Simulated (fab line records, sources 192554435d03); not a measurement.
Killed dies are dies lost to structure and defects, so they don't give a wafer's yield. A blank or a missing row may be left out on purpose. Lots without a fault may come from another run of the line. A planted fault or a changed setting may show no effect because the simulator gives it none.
Chamber matching | flow n5_finfet | N5_BEOL_M8_STRIP_19 on rie_diel-01: 4 sister chambers
The step strips in O2. 16 wafers are shown with their chamber, then 8 later ones without.

WAFERS WITH THEIR CHAMBER
wafer  | chamber | drypump_motor_current_A (A) | showerhead_plenum_p_Torr (Torr) | oes_product_au (a.u.)
L074.2 | 0       | 5.5                         | 2.05                            | 0.89
L074.3 | 3       | 4.9                         | 2.14                            | 0.90
L074.5 | 3       | 4.9                         | 2.14                            | 0.90
L078.1 | 3       | 4.9                         | 2.13                            | 0.87
L078.3 | 0       | 5.5                         | 2.05                            | 0.86
L078.5 | 1       | 5.2                         | 2.14                            | 0.89
L080.2 | 2       | 6.0                         | 2.23                            | 0.97
L080.5 | 1       | 5.3                         | 2.14                            | 0.89
L080.6 | 2       | 6.0                         | 2.23                            | 0.96
L082.2 | 1       | 5.2                         | 2.14                            | 0.86
L082.4 | 2       | 5.9                         | 2.22                            | 0.92
L082.5 | 1       | 5.2                         | 2.14                            | 0.86
L083.1 | 0       | 5.5                         | 2.04                            | 0.85
L083.4 | 3       | 4.9                         | 2.13                            | 0.86
L083.5 | 1       | 5.3                         | 2.14                            | 0.87
L088.2 | 1       | 5.2                         | 2.13                            | 0.85

SIGNATURES (means of the wafers above)
reading                  | chamber 0 | chamber 1 | chamber 2 | chamber 3 | scatter within a chamber
drypump_motor_current_A  | 5.500     | 5.233     | 5.967     | 4.900     | 0.0408
showerhead_plenum_p_Torr | 2.0467    | 2.1383    | 2.2267    | 2.1350    | 0.00514
oes_product_au           | 0.8667    | 0.8700    | 0.9500    | 0.8825    | 0.0203
Rule: a wafer's distance from a chamber is the root of the sum, over the readings, of the square of ((its reading less the chamber's mean) divided by the reading's scatter). The wafer belongs to the nearest chamber; if the next one is less than 2 further off, it can't be placed. The scatter: the root of (the sum of the squares of (reading less its chamber's mean) over the shown wafers, divided by (wafers less chambers)).

WAFERS WITHOUT THEIR CHAMBER
wafer  | drypump_motor_current_A (A) | showerhead_plenum_p_Torr (Torr) | oes_product_au (a.u.)
L088.3 | 5.5                         | 2.04                            | 0.83
L088.5 | 5.9                         | 2.22                            | 0.92
L090.4 | 5.2                         | 2.13                            | 0.83
L090.5 | 4.9                         | 2.12                            | 0.83
L090.6 | 5.5                         | 2.04                            | 0.82
L091.1 | 5.9                         | 2.22                            | 0.88
L091.2 | 5.2                         | 2.13                            | 0.83
L091.4 | 5.5                         | 2.04                            | 0.82

WHICH CHAMBER EACH WENT THROUGH
wafer  | from the rows above | in truth
L088.3 | 0                   | 0
L088.5 | 2                   | 2
L090.4 | 1                   | 1
L090.5 | 3                   | 3
L090.6 | 0                   | 0
L091.1 | 2                   | 2
L091.2 | 1                   | 1
L091.4 | 0                   | 0
Placed correctly: 8 of 8. Can't be placed from these rows: 0. Placed wrongly: 0.
